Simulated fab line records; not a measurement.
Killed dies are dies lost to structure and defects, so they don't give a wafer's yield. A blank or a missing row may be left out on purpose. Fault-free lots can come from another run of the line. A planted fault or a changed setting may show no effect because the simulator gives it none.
The tool behind it: which one?    flow nandHarc    13 lots, 39 wafers sampled, at 5 steps of a route of 1302

## WHAT THE GAUGES READ, wafer by wafer
NHARC_P_STI_OCD_MEAS_17. Usual: trenchDepthNm 302 nm, standard deviation 3.9; trenchFootCdNm 156.5 nm, standard deviation 2.2.
lot   measured      on      trenchDepthNm (nm)  trenchFootCdNm (nm)  flag
L120  day 2 22:41   ocd-01  301 300 301         155.6 153.4 158.6    
L121  day 3 09:43   ocd-01  293 305 295         158.2 156.0 156.8    
L122  day 3 17:52   ocd-01  297 302 302         160.6 157.5 156.8    
L123  day 4 01:39   ocd-01  302 300 308         154.8 155.7 155.7    
L124  day 4 12:22   ocd-02  301 301 303         157.1 154.9 152.8    
L125  day 4 22:46   ocd-01  304 295 303         160.5 159.0 159.7    
L127  day 5 19:16   ocd-01  299 306 302         154.2 152.0 154.1    
L130  day 7 05:59   ocd-02  301 310 299         158.3 153.3 159.2    
L131  day 7 13:43   ocd-02  301 307 304         158.4 154.9 155.7    
L133  day 8 06:13   ocd-01  300 309 305         158.1 156.8 156.8    
L135  day 9 01:18   ocd-01  298 305 297         160.0 155.9 158.7    
L138  day 10 09:10  ocd-01  301 307 300         156.8 156.2 154.7    
L139  day 10 21:05  ocd-01  304 307 306         156.8 156.7 159.5    

NHARC_P_STI_INSPECT_25. Usual: 209 for rawDefectCount, sd 65.
lot   measured      on                rawDefectCount  flag
L120  day 4 01:50   defectInspect-02  150 229 230     
L121  day 4 15:15   defectInspect-02  350 242 197     
L122  day 4 20:13   defectInspect-01  206 277 160     
L123  day 5 03:59   defectInspect-01  150 131 197     
L124  day 5 19:11   defectInspect-02  195 150 152     
L125  day 6 02:31   defectInspect-02  140 226 216     
L127  day 6 21:06   defectInspect-01  309 259 220     
L130  day 8 10:46   defectInspect-02  158 138 143     
L131  day 8 18:59   defectInspect-01  304 248 148     
L133  day 9 08:46   defectInspect-02  159 176 193     
L135  day 10 04:58  defectInspect-02  172 107 210     
L138  day 11 13:18  defectInspect-02  202 142 109     
L139  day 11 23:18  defectInspect-01  157 132 160     

NHARC_END_SORT_01. Usual: killedAtArray 57, standard deviation 18; killedAtOther 0.8, standard deviation 1; killedAtPeriphery 3.9, standard deviation 2.8; killedDies 62, standard deviation 18; killedOpen 3.4, standard deviation 1.8; killedShort 2.2, standard deviation 1.6.
lot   measured      on         killedAtArray  killedAtOther  killedAtPeriphery  killedDies  killedOpen  killedShort  flag
L120  day 25 11:52  prober-02  58 67 78       2 0 2          0 1 1              60 68 81    1 1 3       1 0 2        
L130  day 28 21:55  prober-01  61 51 57       0 1 3          2 1 1              63 53 61    0 1 1       2 2 2        
L135  day 30 09:39  prober-02  81 80 71       0 0 0          0 0 1              81 80 72    4 5 3       4 1 1        
L139  day 32 12:42  prober-01  53 53          0 0            7 3                60 56       4 4         0 3          

## EACH LOT AND THE TOOL THAT RAN IT (in order: tool; ch and the chambers of the sampled wafers; start)
lot   NHARC_P_GATE_HM_DEP_102                                        NHARC_P_GATE_HM_OPEN_105
L120  aclDep-03 ch 0, day 4 22:31                                    rieDiel-06 ch 1,2, day 25 11:52 or earlier
L121  aclDep-03 ch 0, day 5 14:23                                    rieDiel-12 ch 0,3, no start
L122  aclDep-02 ch 0, day 5 17:42                                    rieDiel-06 ch 0,1,3, no start
L123  aclDep-02 ch 0, day 6 05:17                                    rieDiel-12 ch 1,2,3, no start
L124  aclDep-03 ch 0, day 6 20:50                                    rieDiel-06 ch 0,2,3, no start
L125  aclDep-02 ch 0, day 7 00:46                                    rieDiel-06 ch 0,1,2, no start
L127  aclDep-01 ch 0, day 7 19:32                                    rieDiel-05 ch 0,3, no start
L130  aclDep-03 ch 0, day 9 10:30                                    rieDiel-05 ch 0,3, day 28 21:55 or earlier
L131  aclDep-01 ch 0, day 9 16:05                                    rieDiel-12 ch 0,2,3, no start
L133  aclDep-01 ch 0, day 10 07:00                                   rieDiel-06 ch 0,2, no start
L135  aclDep-03 ch 0, day 11 08:23                                   rieDiel-12 ch 2,3, day 30 09:39 or earlier
L138  aclDep-03 ch 0, day 12 11:27                                   rieDiel-06 ch 0,1,2, no start
L139  aclDep-02 ch 0, day 12 22:18 and aclDep-03 ch 0, day 12 23:33  rieDiel-06 ch 0,2,3, day 32 12:42 or earlier
- NHARC_P_GATE_HM_DEP_102: deposits aC, target thk 120 nm.
- NHARC_P_GATE_HM_OPEN_105: chemistry O2/COS, target depth 360 nm.

## AS READ BY THE TOOLS THEMSELVES (means over the sampled wafers that have a number; for cases with no such wafer, the mark the record gives instead)
NHARC_P_GATE_HM_DEP_102. Usual: 35.000 % for throttleValvePct, sd 0.0093.
lot   tool                 throttleValvePct (%)  flag
L120  aclDep-03            34.993                
L121  aclDep-03            34.999                
L122  aclDep-02            35.012                
L123  aclDep-02            34.993                
L124  aclDep-03            34.994                
L125  aclDep-02            35.002                
L127  aclDep-01            34.999                
L130  aclDep-03            35.005                
L131  aclDep-01            35.002                
L133  aclDep-01            34.996                
L135  aclDep-03            35.002                
L138  aclDep-03            35.000                
L139  aclDep-02/aclDep-03  35.001                

NHARC_P_GATE_HM_OPEN_105. Usual: drypumpMotorCurrentA 5.8 A, standard deviation 0.42; oesProductAu 1.001 a.u., standard deviation 0.0094; rfFwdPowerW 498.1 W, standard deviation 1.9; rfVppV 468 V, standard deviation 3; showerheadPlenumPTorr 3.16 Torr, standard deviation 0.14; throttleValvePct 28.331 %, standard deviation 0.0096.
lot   tool        drypumpMotorCurrentA (A)  oesProductAu (a.u.)  rfFwdPowerW (W)  rfVppV (V)  showerheadPlenumPTorr (Torr)  throttleValvePct (%)  flag
L120  rieDiel-06  5.4                       0.989                499.0            465         3.00                          28.329                
L121  rieDiel-12  6.1                       0.997                498.2            471         3.30                          28.331                
L122  rieDiel-06  5.4                       0.989                497.4            469         3.21                          28.328                
L123  rieDiel-12  6.1                       0.999                498.9            467         3.14                          28.325                
L124  rieDiel-06  5.6                       1.002                497.3            467         3.14                          28.333                
L125  rieDiel-06  5.4                       1.002                497.7            467         3.09                          28.327                
L127  rieDiel-05  6.4                       1.008                499.0            471         3.27                          28.327                
L130  rieDiel-05  6.2                       1.011                497.1            469         3.20                          28.325                
L131  rieDiel-12  6.1                       0.990                498.6            469         3.18                          28.335                
L133  rieDiel-06  5.5                       1.007                498.6            466         3.02                          28.321                
L135  rieDiel-12  6.3                       0.997                497.8            468         3.17                          28.338                
L138  rieDiel-06  5.4                       1.003                500.5            466         3.09                          28.329                
L139  rieDiel-06  5.6                       1.004                497.8            468         3.13                          28.328                

## THE ANSWER, worked out from the rows above alone
Rule: lot off if the mean of its wafers having a number is beyond 3 standard deviations from the usual mean. Also off: a lot with no number at a reading for which 4 or more lots have one. All remaining lots with rows at the step are treated as sound. After the gauges, taken in route order, come the tools' own readings; for these a lot's mean is taken, as printed above. The first step at which some lot is off is used, and at that step the reading that is off furthest; a lot without a number counts as furthest.
Nothing can be told from this: no lot is off at any reading shown.

## WHAT WAS PUT IN BY THE SIMULATOR
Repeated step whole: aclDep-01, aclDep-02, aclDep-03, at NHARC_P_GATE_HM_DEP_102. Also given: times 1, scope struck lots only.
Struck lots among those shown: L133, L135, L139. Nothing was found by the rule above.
